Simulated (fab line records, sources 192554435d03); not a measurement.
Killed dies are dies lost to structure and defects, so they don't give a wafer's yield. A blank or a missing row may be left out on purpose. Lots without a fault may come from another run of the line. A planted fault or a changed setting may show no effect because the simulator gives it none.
Chamber matching | flow n5_finfet | N5_FIN_CUT_CUT_ETCH_15 on rie_si-06: 4 sister chambers
The step etches Si in HBr/Cl2/O2, target depth 100 nm, bt time 10 s, time 42.4 s. 4 wafers are shown with their chamber, then 7 later ones without.

WAFERS WITH THEIR CHAMBER
wafer  | chamber | drypump_motor_current_A (A)
L086.3 | 1       | 6.7
L086.4 | 3       | 4.9
L087.2 | 0       | 6.3
L087.3 | 2       | 6.2

WAFERS WITHOUT THEIR CHAMBER
wafer  | drypump_motor_current_A (A)
L087.5 | 6.3
L091.1 | 4.9
L091.3 | 6.7
L091.6 | 6.2
L097.1 | 6.2
L097.2 | 6.6
L097.6 | 6.2

WHICH CHAMBER EACH WENT THROUGH
wafer  | from the rows above | in truth
L087.5 | 0                   | 0
L091.1 | 3                   | 3
L091.3 | 1                   | 1
L091.6 | 2                   | 2
L097.1 | 2                   | 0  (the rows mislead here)
L097.2 | 1                   | 1
L097.6 | 2                   | 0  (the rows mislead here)
Placed correctly: 5 of 7. Can't be placed from these rows: 0. Placed wrongly: 2.
How it was worked out, from the rows above alone: a wafer's distance from a chamber is the root of the sum, over the readings, of the square of ((its reading less the chamber's mean) divided by the reading's scatter). The wafer belongs to the nearest chamber; if the next one is less than 2 further off, it can't be placed. A chamber's mean is the mean of its shown wafers. The scatter: with one shown wafer a chamber, the root of the mean of the squares of how far each hidden wafer lies from its nearest shown one.
